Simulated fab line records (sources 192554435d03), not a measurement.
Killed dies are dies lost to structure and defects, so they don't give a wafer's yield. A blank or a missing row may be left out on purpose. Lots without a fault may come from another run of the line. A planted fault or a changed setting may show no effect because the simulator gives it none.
Split-lot experiment	flow n5Finfet	21 wafers read across 7 lots, on a route 1938 steps long

## ABOUT THE SPLIT
At N5_BEOL_M10_EXPOSE_25 (exposes mask V9), the setting doseMj was moved away from the recipe's 85.5 on 5 of the 21 wafers read, by -5.9% to -2.9%. All remaining wafers had this setting at the recipe value.

## FROM THE SPLIT TO THE READING: what the file shows between them, 2 steps
- N5_BEOL_M10_PEB_26: peb time 60 s
- N5_BEOL_M10_DEVELOP_27: develop time 30 s

## THE READING
At N5_BEOL_M10_CD_MEAS_28: cdNm in nanometres, against a target cd of 70 nm. A value of 70.1 nm with a standard deviation of 0.8 nm is what fault-free wafers of this fab line usually give.

wafer	tool, chamber at the split	doseMj as run	against the recipe	cdNm, nm	against lot-mates on the recipe
L078.3	arfiScanner-01, 0	80.43	-5.9%	64.4	-4.5
L078.4	arfiScanner-01, 0	80.43	-5.9%	63.9	-5.0
L078.6	arfiScanner-01, 0	85.5	recipe	68.9	-
L080.1	arfiScanner-03, 0	85.5	recipe	70.6	-
L080.2	arfiScanner-03, 0	85.5	recipe	70.3	-
L080.6	arfiScanner-03, 0	85.5	recipe	69.8	-
L082.1	arfiScanner-02, 0	85.5	recipe	70.6	-
L082.3	arfiScanner-02, 0	85.5	recipe	72.0	-
L082.6	arfiScanner-02, 0	85.5	recipe	70.4	-
L084.2	arfiScanner-02, 0	85.5	recipe	71.3	-
L084.3	arfiScanner-02, 0	85.5	recipe	71.1	-
L084.4	arfiScanner-02, 0	85.5	recipe	70.8	-
L087.2	arfiScanner-01, 0	81.36	-4.8%	65.7	-3.8
L087.3	arfiScanner-01, 0	85.5	recipe	69.9	-
L087.6	arfiScanner-01, 0	85.5	recipe	69.1	-
L093.1	arfiScanner-03, 0	85.5	recipe	69.9	-
L093.3	arfiScanner-03, 0	85.5	recipe	70.0	-
L093.6	arfiScanner-03, 0	83.02	-2.9%	66.3	-3.7
L094.2	arfiScanner-03, 0	85.5	recipe	71.3	-
L094.3	arfiScanner-03, 0	82.71	-3.3%	67.1	-3.7
L094.5	arfiScanner-03, 0	85.5	recipe	70.3	-

THE FIT
A straight line over all 21 wafers: cdNm changes by +1.05 nm for each +1% of doseMj; r = +0.95; the points scatter about the line by 0.77 nm.
The same after taking each lot's own level away (the mean of its wafers on the recipe; 21 wafers): +0.852 nm for each +1%; r = +0.96; scatter 0.53 nm.
According to that fit, moving doseMj by its largest amount changes the reading by 5.1 nm.
From 68.90 to 71.07 nm: that is the span of the lots' own levels, equal to 2.7 times the standard deviation above.
Hence the slope depends on the lot-to-lot level, as the two fits are not the same.
Check: with one of the wafers moved furthest among these (-5.9%) left out of the fit, the line predicts -5.39 nm for it against its lot-mates. It came out at -4.5 nm against them.

## THE FILE'S OWN FIT
cdNm changes by +0.888 nm for each +1% of doseMj, r = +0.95.
